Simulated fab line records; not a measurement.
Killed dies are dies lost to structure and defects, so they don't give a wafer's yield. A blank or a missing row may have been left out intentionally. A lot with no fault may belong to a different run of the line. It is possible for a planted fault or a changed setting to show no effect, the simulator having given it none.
Which tool was responsible? + flow nand harc + 13 lots, 39 wafers sampled, at 5 steps of a route of 1302

## WHAT EACH GAUGE READ, for each wafer
NHARC_P_BONDPAD_THK_MEAS_20: measures by xrf.
| lot  | measured     | on            | thk nm (nm)       |
|------|--------------|---------------|-------------------|
| L725 | day 6 18:44  | film metro-02 | 162.0 160.8 164.3 |
| L727 | day 7 13:07  | film metro-02 | 161.0 161.4 159.2 |
| L728 | day 8 01:44  | film metro-01 | 162.5 158.4 159.6 |
| L730 | day 8 23:18  | film metro-02 | 162.4 159.9 162.1 |
| L731 | day 9 10:02  | film metro-01 | 159.5 159.0 157.8 |
| L732 | day 9 15:01  | film metro-01 | 157.6 159.3 158.5 |
| L733 | day 10 03:04 | film metro-01 | 160.6 159.0 161.9 |
| L736 | day 11 06:19 | film metro-01 | 161.5 159.9 157.2 |
| L741 | day 13 15:05 | film metro-01 | 161.9 161.0 161.5 |
| L743 | day 14 04:36 | film metro-01 | 160.6 160.5 157.7 |
| L744 | day 14 13:27 | film metro-02 | 160.2 159.2 159.2 |
| L745 | day 15 11:24 | film metro-01 | 159.8 161.1 160.8 |
| L747 | day 16 00:55 | film metro-01 | 160.2 162.8 161.8 |

NHARC_A_ONON_D1_THK_MEAS_08: measures by ellipsometry.
| lot  | measured     | on            | thk nm (nm)    |
|------|--------------|---------------|----------------|
| L725 | day 7 18:41  | film metro-02 | 1014 1011 1012 |
| L727 | day 8 13:03  | film metro-01 | 996 996 994    |
| L728 | day 9 02:19  | film metro-01 | 996 996 997    |
| L730 | day 10 02:54 | film metro-01 | 1003 1003 1002 |
| L731 | day 10 13:02 | film metro-01 | 997 995 997    |
| L732 | day 10 16:36 | film metro-01 | 1006 1009 1007 |
| L733 | day 11 05:11 | film metro-01 | 983 984 981    |
| L736 | day 12 10:56 | film metro-02 | 988 989 987    |
| L741 | day 14 16:34 | film metro-01 | 1008 1008 1009 |
| L743 | day 15 08:16 | film metro-02 | 515 513 513    |
| L744 | day 15 14:37 | film metro-01 | 529 531 531    |
| L745 | day 16 12:53 | film metro-01 | 993 993 994    |
| L747 | day 16 23:10 | film metro-01 | 1009 1009 1009 |

NHARC_END_SORT_01.
| lot  | measured     | on        | killed at array | killed at other | killed at periphery | killed dies | killed open | killed short |
|------|--------------|-----------|-----------------|-----------------|---------------------|-------------|-------------|--------------|
| L731 | day 27 08:38 | prober-01 | 101 80 70       | 1 0 0           | 3 5 4               | 105 85 74   | 4 2 5       | 1 1 0        |
| L743 | day 32 04:54 | prober-02 | 674 673 670     | 1 1 2           | 2 3 5               | 677 677 677 | 4 2 5       | 2 0 0        |
| L744 | day 32 17:34 | prober-01 | 671 675 673     | 0 0 0           | 6 2 4               | 677 677 677 | 3 2 3       | 3 6 6        |

## TOOL THAT RAN EACH LOT (tool first, then ch and the chambers of the sampled wafers, then the start)
| lot  | NHARC_A_ZERO_WELL_ETCH_13        | NHARC_A_ONON_D1_DEP_06           |
|------|----------------------------------|----------------------------------|
| L725 | rie si-03 ch 0,1,2, day 6 20:48  | pecvd onon-04 ch 0, day 7 18:10  |
| L727 | rie si-01 ch 0,2,3, day 7 15:01  | pecvd onon-04 ch 0, day 8 12:35  |
| L728 | rie si-03 ch 0,2,3, day 8 03:34  | pecvd onon-04 ch 0, day 9 01:56  |
| L730 | rie si-03 ch 1,3, day 9 01:04    | pecvd onon-04 ch 0, day 10 02:23 |
| L731 | rie si-01 ch 2,3, day 9 11:57    | pecvd onon-04 ch 0, day 10 12:31 |
| L732 | rie si-05 ch 2,3, day 9 16:48    | pecvd onon-04 ch 0, day 10 16:05 |
| L733 | rie si-05 ch 0,3, day 10 04:57   | pecvd onon-04 ch 0, day 11 04:44 |
| L736 | rie si-01 ch 0,3, day 11 08:22   | pecvd onon-04 ch 0, day 12 10:26 |
| L741 | rie si-01 ch 1,2,3, day 13 17:03 | pecvd onon-01 ch 0, day 14 16:03 |
| L743 | rie si-05 ch 0,2, day 14 09:09   | pecvd onon-04 ch 0, day 15 07:52 |
| L744 | rie si-05 ch 1,2,3, day 14 15:21 | pecvd onon-04 ch 0, day 15 14:07 |
| L745 | rie si-01 ch 0,3, day 15 13:20   | pecvd onon-01 ch 0, day 16 12:26 |
| L747 | rie si-05 ch 0,1,3, day 16 02:47 | pecvd onon-03 ch 0, day 16 22:42 |
- NHARC_A_ZERO_WELL_ETCH_13: etches the open film in HBr/Cl2, target depth 120 nm, time 40.1 s.
- NHARC_A_ONON_D1_DEP_06: target thk 1000 nm.

## WHAT THE TOOLS THEMSELVES READ (means of the sampled wafers that have a number; where no wafer has one, the mark that the record gives instead)
NHARC_A_ZERO_WELL_ETCH_13.
| lot  | tool      | chamber pressure mTorr (mTorr) | drypump motor current A (A) | oes product au (a.u.) | throttle valve pct (%) |
|------|-----------|--------------------------------|-----------------------------|-----------------------|------------------------|
| L725 | rie si-03 | 14.979                         | 5.5                         | 1.005                 | 26.397                 |
| L727 | rie si-01 | 15.004                         | 5.9                         | 1.006                 | 26.402                 |
| L728 | rie si-03 | 15.000                         | 5.4                         | 1.015                 | 26.412                 |
| L730 | rie si-03 | 15.004                         | 5.5                         | 1.015                 | 26.401                 |
| L731 | rie si-01 | 15.007                         | 5.8                         | 1.000                 | 26.409                 |
| L732 | rie si-05 | 15.001                         | 5.9                         | 0.991                 | 26.401                 |
| L733 | rie si-05 | 15.003                         | 5.5                         | 0.988                 | 26.401                 |
| L736 | rie si-01 | 15.004                         | 6.0                         | 0.990                 | 26.408                 |
| L741 | rie si-01 | 15.010                         | 5.7                         | 1.007                 | 26.396                 |
| L743 | rie si-05 | 15.004                         | 5.6                         | 0.996                 | 26.401                 |
| L744 | rie si-05 | 14.987                         | 5.6                         | 1.000                 | 26.399                 |
| L745 | rie si-01 | 15.002                         | 6.0                         | 1.002                 | 26.414                 |
| L747 | rie si-05 | 15.002                         | 5.3                         | 1.010                 | 26.409                 |

NHARC_A_ONON_D1_DEP_06.
| lot  | tool          | sih4 flow sccm (sccm) |
|------|---------------|-----------------------|
| L725 | pecvd onon-04 | 209.8                 |
| L727 | pecvd onon-04 | 209.4                 |
| L728 | pecvd onon-04 | 209.7                 |
| L730 | pecvd onon-04 | 210.3                 |
| L731 | pecvd onon-04 | 209.8                 |
| L732 | pecvd onon-04 | 209.2                 |
| L733 | pecvd onon-04 | 209.9                 |
| L736 | pecvd onon-04 | 210.5                 |
| L741 | pecvd onon-01 | 209.9                 |
| L743 | pecvd onon-04 | 210.1                 |
| L744 | pecvd onon-04 | 209.6                 |
| L745 | pecvd onon-01 | 209.5                 |
| L747 | pecvd onon-03 | 210.1                 |

## THE ANSWER, worked out from the rows above alone
Rule: what is usual is taken from the lots themselves. The widest of any qualifying gaps counts: lots, ordered by their means at a reading, are off when they make up no more than a third of the lots, leave a main group of 4 or more, and stand apart from it by 3 or more times the standard deviation of that group's means. Not used: any main group whose means are identical at the precision the tables above print for the reading. Also off: a lot with no number at a reading for which 4 or more lots have one. All remaining lots with rows at the step are treated as sound. After the gauges, taken in route order, come the tools' own readings; for these a lot's mean is taken, as printed above. At the first step where some lot is off, the reading lying furthest off is the one used; lots without a number count as furthest.
Off: L743, L744, at NHARC_A_ONON_D1_THK_MEAS_08 (thk nm). The main group has a mean of 999 nm with a standard deviation of 9.
A tool fits if, at a process step before that reading, it ran every lot that is off, and no sound lot after the first of them. The gauges at NHARC_A_ONON_D1_THK_MEAS_08 are tried like those tools. One fits: pecvd onon-04 at NHARC_A_ONON_D1_DEP_06. Its last sound lot is L736 (day 12 10:26), its first lot that is off L743 (day 15 07:52): a fault that began between those two fits.

## WHAT THE SIMULATOR PUT IN
pecvd onon-04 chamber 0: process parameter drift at NHARC_A_ONON_D1_DEP_06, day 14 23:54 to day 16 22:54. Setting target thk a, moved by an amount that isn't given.
Lots struck among those shown: L743, L744. This agrees with what the rule above found.
